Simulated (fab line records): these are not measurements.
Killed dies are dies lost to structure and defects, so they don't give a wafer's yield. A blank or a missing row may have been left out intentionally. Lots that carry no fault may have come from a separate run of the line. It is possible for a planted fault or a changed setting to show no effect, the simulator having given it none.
Lot-split experiment ; flow n5 finfet ; on a route of 1938 steps: 7 lots, 21 wafers read

== THE SPLIT ==
At N5_BEOL_M7_EXPOSE_08 (exposes mask M7), the setting dose mj was moved away from the recipe's 68.25 on 7 of the 21 wafers read, by -2.9% to +5.9%. All remaining wafers had this setting at the recipe value.

== FROM THE SPLIT TO THE READING: what the file shows between them, 23 steps ==
- N5_BEOL_M7_PEB_09: peb time 60 s
- N5_BEOL_M7_DEVELOP_10: develop time 30 s
- N5_BEOL_M7_CD_MEAS_11: target cd 38.5 nm
- N5_BEOL_M7_DESCUM_16: chemistry O2, time 7.9 s
- N5_BEOL_M7_ETCH_61: etches SiARC in CF4, target depth 45.5 nm, time 75.8 s
- N5_BEOL_M7_ETCH_62: etches SOC in N2/H2, target depth 110 nm, overetch 22 nm, time 165 s
- N5_BEOL_M7_STRIP_68: strips in N2/H2
- N5_BEOL_M7_STRIP_67: strips in CF4
- N5_BEOL_M7_HM_OPEN_17: chemistry Cl2/BCl3, target TiN, target depth 20 nm, overetch 6 nm
- N5_BEOL_M7_STRIP_19: strips in O2
- N5_BEOL_M7_CD_MEAS_18: pitch 80 nm, target cd 40 nm
- N5_BEOL_M7_EXPOSE_25: exposes mask V6, target cd 40 nm (also split here: dose mj)
- N5_BEOL_M7_PEB_26: peb time 60 s
- N5_BEOL_M7_DEVELOP_27: develop time 30 s
- N5_BEOL_M7_CD_MEAS_28: target cd 40 nm
- N5_BEOL_M7_DESCUM_33: chemistry O2, time 7 s
- N5_BEOL_M7_ETCH_72: etches underlayer in N2/H2, target depth 6.5 nm, time 5.2 s
- N5_BEOL_M7_ETCH_65: etches SiARC in CF4, target depth 15.6 nm, time 26 s
- N5_BEOL_M7_VIA_ETCH_34: etches SiCOH lowk in C4F6/O2, target depth 125.5 nm, time 50.5 s (also split here: source w)
- N5_BEOL_M7_STRIP_76: strips in C4F6/O2
- N5_BEOL_M7_STRIP_36: strips in N2/H2
- N5_BEOL_M7_PRECLEAN_42: cleans in residue remover, time 60 s
- N5_BEOL_M7_SRD_43: time 30 s

== THE READING ==
cd nm, in nm, at N5_BEOL_M7_CD_MEAS_35 (target cd 40 nm). Typical for fault-free wafers on this fab line: 39.9 nm, with standard deviation 0.47 nm.

wafer;tool, chamber at the split;dose mj as run;against the recipe;cd nm, nm;against lot-mates on the recipe
L078.2;arfi scanner-01, 0;68.25;recipe;39.7;-
L078.3;arfi scanner-01, 0;71.62;+4.9%;42.2;+2.5
L078.5;arfi scanner-01, 0;71.62;+4.9%;42.3;+2.6
L081.1;arfi scanner-03, 0;68.25;recipe;40.1;-
L081.2;arfi scanner-03, 0;68.25;recipe;40.3;-
L081.4;arfi scanner-03, 0;68.25;recipe;39.7;-
L084.1;arfi scanner-01, 0;66.7;-2.3%;38.8;-0.4
L084.3;arfi scanner-01, 0;66.7;-2.3%;39.1;-0.1
L084.6;arfi scanner-01, 0;68.25;recipe;39.2;-
L087.1;arfi scanner-01, 0;68.25;recipe;39.7;-
L087.3;arfi scanner-01, 0;68.25;recipe;39.8;-
L087.4;arfi scanner-01, 0;68.25;recipe;40.0;-
L090.1;arfi scanner-01, 0;68.25;recipe;39.2;-
L090.3;arfi scanner-01, 0;68.25;recipe;39.5;-
L090.5;arfi scanner-01, 0;68.25;recipe;40.3;-
L094.3;arfi scanner-03, 0;66.28;-2.9%;38.5;-1.3
L094.5;arfi scanner-03, 0;68.25;recipe;39.8;-
L094.6;arfi scanner-03, 0;66.28;-2.9%;38.3;-1.5
L089.1;arfi scanner-02, 0;68.25;recipe;38.7;-
L089.2;arfi scanner-02, 0;72.27;+5.9%;42.5;+3.5
L089.3;arfi scanner-02, 0;68.25;recipe;39.2;-

THE FIT
A straight line over all 21 wafers: cd nm changes by +0.475 nm for each +1% of dose mj; r = +0.94; the points scatter about the line by 0.41 nm.
The same after taking each lot's own level away (the mean of its wafers on the recipe; 21 wafers): +0.495 nm for each +1%; r = +0.95; scatter 0.38 nm.
The reading moves by 2.9 nm for the largest change in dose mj, on that fit.
The lots' own levels span 38.95 to 40.03 nm, that is 2.3 times the standard deviation above.
Hence the lot-to-lot level has little effect on the slope; both slopes agree.
Check: +2.78 nm against its lot-mates is what the line predicts for one of the wafers moved furthest among these (+5.9%) when that wafer is left out of the fit. It came out at +3.55 nm against them.

== OTHER SPLITS ON THESE WAFERS ==
Before the reading, these wafers also passed through other splits. Each is held against what the fit with the lots' levels taken away leaves over:
other split on the same wafers;wafers away from the commonest value;r with cd nm (lot level and that fit taken away)
N5_BEOL_M7_EXPOSE_25 dose mj;8;-0.06
N5_BEOL_M7_VIA_ETCH_34 source w;5;-0.21

== THE WHOLE CHAIN: every reading that the file lists as answering this split, in the file's order ==
step;what it does;reading;change (the file's fit);r (the file's)
N5_BEOL_M7_CD_MEAS_11;target cd 38.5 nm;cd nm;+0.492 nm for each +1% of the setting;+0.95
N5_BEOL_M7_ETCH_61;etches SiARC in CF4, target depth 45.5 nm, time 75.8 s;BEOL_M7.cd offset nm (the simulator's own value, which no gauge read);+0.513 nm for each +1% of the setting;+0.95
N5_BEOL_M7_ETCH_62;etches SOC in N2/H2, target depth 110 nm, overetch 22 nm, time 165 s;BEOL_M7.cd offset nm (the simulator's own value, which no gauge read);+0.504 nm for each +1% of the setting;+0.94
N5_BEOL_M7_HM_OPEN_17;chemistry Cl2/BCl3, target TiN, target depth 20 nm, overetch 6 nm;BEOL_M7.cd offset nm (the simulator's own value, which no gauge read);+0.526 nm for each +1% of the setting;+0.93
N5_BEOL_M7_CD_MEAS_18;pitch 80 nm, target cd 40 nm;cd nm;+0.522 nm for each +1% of the setting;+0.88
N5_BEOL_M7_CD_MEAS_35;target cd 40 nm;cd nm;+0.532 nm for each +1% of the setting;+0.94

== THE FILE'S OWN FIT ==
cd nm changes by +0.532 nm for each +1% of dose mj, r = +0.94.
